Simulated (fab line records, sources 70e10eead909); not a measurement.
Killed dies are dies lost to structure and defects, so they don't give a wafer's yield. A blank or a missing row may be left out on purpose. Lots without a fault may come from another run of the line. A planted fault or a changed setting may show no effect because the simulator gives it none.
Which tool did it? | flow nand_harc | 24 lots, 72 wafers sampled, at 1 step of a route of 1159

WHAT THE GAUGES READ, wafer by wafer
NHARC_A_ONON_D1_THK_MEAS_27: measures by ellipsometry.
lot  | measured     | on            | thk_nm (nm)
L074 | day 7 13:29  | film_metro-02 | 995 997 994
L075 | day 8 08:31  | film_metro-02 | 1001 1000 1000
L076 | day 8 08:31  | film_metro-01 | 998 998 999
L077 | day 8 08:32  | film_metro-02 | 1011 1013 1013
L078 | day 9 08:22  | film_metro-02 | 1000 999 997
L079 | day 9 08:24  | film_metro-01 | 1003 1004 1004
L080 | day 9 20:30  | film_metro-01 | 1006 1007 1007
L081 | day 10 03:43 | film_metro-01 | 995 998 996
L083 | day 10 03:46 | film_metro-02 | 990 990 990
L082 | day 10 03:55 | film_metro-01 | 988 990 988
L084 | day 10 13:52 | film_metro-02 | 995 992 994
L087 | day 11 04:01 | film_metro-02 | 1010 1011 1013
L085 | day 11 04:01 | film_metro-01 | 1005 1006 1006
L088 | day 11 04:02 | film_metro-02 | 1013 1015 1013
L086 | day 11 19:25 | film_metro-02 | 986 987 985
L090 | day 12 01:43 | film_metro-02 | 1008 1008 1007
L089 | day 12 01:43 | film_metro-01 | 1007 1006 1004
L093 | day 12 09:26 | film_metro-02 | 992 991 991
L092 | day 12 09:27 | film_metro-01 | 994 992 993
L091 | day 12 09:27 | film_metro-02 | 1009 1008 1009
L095 | day 12 22:41 | film_metro-01 | 1001 1002 1001
L094 | day 12 22:53 | film_metro-01 | 1020 1019 1019
L097 | day 13 08:29 | film_metro-01 | 1014 1014 1015
L096 | day 13 08:31 | film_metro-02 | 989 988 988

WHICH TOOL RAN EACH LOT (tool, then ch and the chambers of the sampled wafers, then the start)
The record holds no process step before these readings.

WHAT THE TOOLS THEMSELVES READ (means of the sampled wafers that have a number; where no wafer has one, the mark that the record gives instead)
The record holds no such reading with a usual standard deviation.

THE ANSWER, worked out from the rows above alone
Rule: what is usual is taken from the lots themselves. Put in order of their means at a reading, lots are off if they are a third of the lots or fewer, leave a main group of 4 or more, and stand apart from it by a gap of 3 or more times the standard deviation of the main group's means; of several such gaps the widest counts. A main group whose means are all the same, to the digits that the tables above print for the reading, isn't used. A lot without any number at a reading at which 4 lots or more have one is off too. The other lots that the step has rows for count as sound. The gauges are gone through in route order, then the tools' own readings, and for those a lot's mean is taken as printed above. The first step at which some lot is off is used, and at that step the reading that is off furthest; a lot without a number counts as furthest.
No lot is off at any reading shown: from this, nothing can be told.

WHAT THE SIMULATOR HAD PUT IN
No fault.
